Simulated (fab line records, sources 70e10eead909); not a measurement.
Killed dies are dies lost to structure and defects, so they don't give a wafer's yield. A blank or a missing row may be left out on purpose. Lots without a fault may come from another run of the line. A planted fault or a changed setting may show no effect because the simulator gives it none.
Chamber matching | flow nand_harc | NHARC_P_M0_PRE_CLEAN_31 on pecvd-02: 3 sister chambers
The step time 12 s. 3 wafers are shown with their chamber, then 7 later ones without.

WAFERS WITH THEIR CHAMBER
wafer  | chamber | heater_power_w (W)
L083.5 | 2       | 839
L085.1 | 0       | 589
L085.3 | 1       | 618

WAFERS WITHOUT THEIR CHAMBER
wafer  | heater_power_w (W)
L085.6 | 595
L092.2 | 841
L092.3 | 584
L092.6 | 620
L094.4 | 525
L094.5 | 814
L094.6 | 561

WHICH CHAMBER EACH WENT THROUGH
wafer  | from the rows above     | in truth
L085.6 | can't be placed: 0 or 1 | 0
L092.2 | 2                       | 2
L092.3 | can't be placed: 0 or 1 | 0
L092.6 | can't be placed: 1 or 0 | 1
L094.4 | can't be placed: 0 or 1 | 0
L094.5 | 2                       | 2
L094.6 | can't be placed: 0 or 1 | 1
Placed correctly: 2 of 7. Can't be placed from these rows: 5 (the true chamber is among the candidates in 5). Placed wrongly: 0.
How it was worked out, from the rows above alone: a wafer's distance from a chamber is the root of the sum, over the readings, of the square of ((its reading less the chamber's mean) divided by the reading's scatter). The wafer belongs to the nearest chamber; if the next one is less than 2 further off, it can't be placed. A chamber's mean is the mean of its shown wafers. The scatter: with one shown wafer a chamber, the root of the mean of the squares of how far each hidden wafer lies from its nearest shown one.
